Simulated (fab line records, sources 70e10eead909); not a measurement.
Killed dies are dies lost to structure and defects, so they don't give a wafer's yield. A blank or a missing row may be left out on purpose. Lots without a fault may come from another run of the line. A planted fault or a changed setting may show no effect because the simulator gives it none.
One fault seen from 2 desks | flow nand_harc | each desk has only its own numbers; what lay behind them comes last

THE TOOL OWNER'S DESK: litho_track-06
The tool's own readings at NHARC_A_M0_PEB_07 (peb time 65 s): means of the sampled wafers that have a number, for each lot that ran on this tool. A lot is out of limits, marked OUT, if its mean lies more than 4 standard deviations from the usual mean; the brackets give that distance.
Columns: A = heater_power_total_W at NHARC_A_M0_PEB_07, usual 156.6 W; B = plate_temp_C at NHARC_A_M0_PEB_07, usual 100.01 C; C = resist_line_temp_C at NHARC_A_M0_PEB_07, usual 23.01 C
lot  | first seen here | A               | B                | C
L419 | day 18 06:32    | 156.4           | 99.98            | 23.03
L420 | day 18 14:49    | 156.3           | 100.04           | 23.09
L426 | day 19 21:31    | 165.8 (+22) OUT | 104.15 (+28) OUT | 22.99
L427 | day 20 05:55    | 165.8 (+22) OUT | 104.17 (+28) OUT | 22.98
L439 | day 23 11:13    | 156.7           | 100.02           | 22.99
This desk's finding: out of limits on L426, L427; first on L426, day 19 21:31 (heater_power_total_W at NHARC_A_M0_PEB_07). In limits: L419, L420, L439.

THE METROLOGY DESK
What the gauges read, lot by lot, whatever tool the lot ran on: means of the sampled wafers that have a number. A lot is out of limits, marked OUT, if its mean lies more than 4 standard deviations from the usual mean; the brackets give that distance.
Columns: A = cd_nm at NHARC_A_M0_CD_MEAS_09, usual 80.3 nm; B = cd_nm at NHARC_A_M0_CD_MEAS_16, usual 80.5 nm
lot  | first seen here | A              | B
L416 | day 17 21:35    | 80.5           | 80.6
L418 | day 18 06:23    | 80.6           | 81.1
L419 | day 18 06:37    | 80.6           | 81.7
L420 | day 18 14:54    | 80.5           | 80.2
L421 | day 19 00:23    | 80.7           | 82.2
L426 | day 19 21:37    | 95.8 (+20) OUT | 94.8 (+15) OUT
L427 | day 20 06:00    | 92.0 (+15) OUT | 92.0 (+12) OUT
L431 | day 21 20:46    | 79.5           | 79.6
L432 | day 22 08:18    | 79.8           | 79.8
L435 | day 22 20:13    | 79.5           | 79.2
L437 | day 22 23:35    | 80.9           | 80.6
L436 | day 23 06:34    | 80.9           | 81.3
L438 | day 23 10:37    | 80.1           | 80.9
L439 | day 23 11:18    | 81.4           | 82.0
This desk's finding: out of limits on L426, L427; first on L426, day 19 21:37 (cd_nm at NHARC_A_M0_CD_MEAS_09). In limits: L416, L418, L419, L420, L421, L431, L432, L435, L437, L436, L438, L439.

PUT TOGETHER
The tool owner's desk could have raised an alarm at day 19 21:31, on L426, L427.
The metrology desk could have raised an alarm at day 19 21:37, on L426, L427.
Of the lots named, all ran NHARC_A_M0_PEB_07 on litho_track-06.

WHAT THE SIMULATOR HAD PUT IN
Process parameter drift: litho_track-06, from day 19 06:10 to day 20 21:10, at NHARC_A_M0_PEB_07. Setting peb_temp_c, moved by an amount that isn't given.
Lots struck among those shown: L426, L427.
Hours from the fault's start to each desk's first reading out of limits: the tool owner's desk, 15; the metrology desk, 15.
